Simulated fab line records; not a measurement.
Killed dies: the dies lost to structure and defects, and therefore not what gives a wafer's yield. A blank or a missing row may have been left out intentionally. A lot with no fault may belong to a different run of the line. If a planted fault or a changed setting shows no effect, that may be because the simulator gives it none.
Struck lot and sound lot, side by side -- flow nand_harc -- 27 out of 1302 route steps
Sound: the wafers L778.2, L778.3, L778.4. Wafers struck: L795.2, L795.5, L795.6. The cause is named last.
Order at every step that has rows: each side's tool, ch and its chambers, its first start. Under that, the readings that differ: sound wafers -- struck wafers -- difference of the means -- sigmas: that difference in standard deviations of wafers without a fault.
alike: words and numbers the same on both sides, and readings whose means are apart by under 2 such deviations; not compared: readings that were withheld, readings missing a value for some wafer, numbers with overlapping values and no deviation given by the record, and bounds like >300 which may hide the same value.
Wherever a step has rows on one side only, a row that says differs or no value, or a row with sigmas, the two part there. When numbers do not overlap yet have no deviation, they are printed without sigmas and do not part them. A reading that every wafer of one side lacks parts them only if that side has two wafers or more.

NHARC_P_ZERO_WELL_DESCUM_54: chemistry O2, time 3 s.
  sound on rie_diel-13 ch 0,1,2, day 3 07:55; struck on rie_diel-03 ch 0,1, day 10 09:50
reading,sound,struck,difference,sigmas
oes_product_au (a.u.),0.976 0.991 1.001,1.007 1.018 1.012,+0.023,+2
  alike: drypump_motor_current_A, o2_flow_sccm, rf_vpp_V, showerhead_plenum_p_Torr, throttle_valve_pct
  not compared: rf_hours_counter_h
then, 5 steps without rows for these wafers: NHARC_P_ZERO_WELL_IMPLANT_55; NHARC_P_ZERO_WELL_IMPLANT_61; NHARC_P_ZERO_WELL_STRIP_56 (strips in SPM, time 840 s); NHARC_P_ZERO_WELL_PRECLEAN_68 (cleans in SC1, time 60 s); NHARC_P_ZERO_WELL_SRD_69.
NHARC_P_ZERO_WELL_RTA_42: time 300 s.
  sound on rtp_anneal-01 ch 0, day 3 09:00; struck on rtp_anneal-02 ch 0, day 10 10:55
reading,sound,struck,difference,sigmas
lamp_power_pct (%),42 42 42,35 35 35,-7,-2
lamp_zone_5_pct (%),42 42 42,35 35 35,-7,-2
  alike: wafer_temp_C_max
NHARC_P_ZERO_WELL_INSPECT_43:
  struck on defect_inspect-02, day 10 11:29; sound on defect_inspect-02, day 3 09:34
reading,sound,struck,difference,sigmas
raw_defect_count,17 10 8,25 23 22,+12,+2
then, 4 steps without rows for these wafers: NHARC_P_STI_ETCH_26 (etches SiO2 in dHF, target depth 11 nm); NHARC_P_STI_PRECLEAN_27 (cleans in SC1); NHARC_P_STI_SRD_28; NHARC_P_STI_OXIDE_29 (material SiO2, target thk 10 nm, ox time 1362 s).
NHARC_P_STI_HM_DEP_30: deposits Si3N4, target thk 80 nm, time 873 s.
  sound on lpcvd-02 ch 1, day 3 23:49; struck on lpcvd-01 ch 0, day 11 01:36
  alike: spike_tc_bottom_C, spike_tc_upper_C
then, 9 steps without rows for these wafers: NHARC_P_STI_DEHYDRATE_01 (time 120 s); NHARC_P_STI_HMDS_02 (time 30 s); NHARC_P_STI_COAT_41 (time 65 s); NHARC_P_STI_COAT_03 (resist thk 600 nm); NHARC_P_STI_SOFTBAKE_04 (time 70 s); NHARC_P_STI_EBR_05; NHARC_P_STI_EXPOSE_06 (exposes mask P STI, target cd 200 nm); NHARC_P_STI_PEB_07 (peb time 80 s); NHARC_P_STI_DEVELOP_08 (time 50 s).
NHARC_P_STI_CD_MEAS_09: target cd 200 nm.
  sound on cd_sem-01 ch 0, day 4 03:45; struck on cd_sem-03 ch 0, day 11 05:32
  alike: cd_nm
NHARC_P_STI_OVL_MEAS_10:
  struck on overlay-02, day 11 05:38; sound on overlay-02, day 4 03:50
  alike: overlay_x_nm, overlay_y_nm
NHARC_P_STI_INSPECT_11:
  struck on defect_inspect-02, day 11 05:40; sound on defect_inspect-02, day 4 03:52
reading,sound,struck,difference,sigmas
raw_defect_count,4 2 5,26 15 23,+18,+5
then, 1 step without rows for these wafers: NHARC_P_STI_HARDBAKE_13 (time 65 s).
-- record jumps: 22 days between struck wafers' starts before vs after; left off in module P_STI, resumes in module END, first step shown is number 1302 of the route --
NHARC_END_SORT_01:
  at this point the record logs the struck wafers (prober-02 ch 0, day 33 04:35) and has no rows for the sound ones

## WHERE THEY PART
Last at NHARC_END_SORT_01 as far as this record goes, first at NHARC_P_ZERO_WELL_DESCUM_54.

WHY: what had been put in by the simulator
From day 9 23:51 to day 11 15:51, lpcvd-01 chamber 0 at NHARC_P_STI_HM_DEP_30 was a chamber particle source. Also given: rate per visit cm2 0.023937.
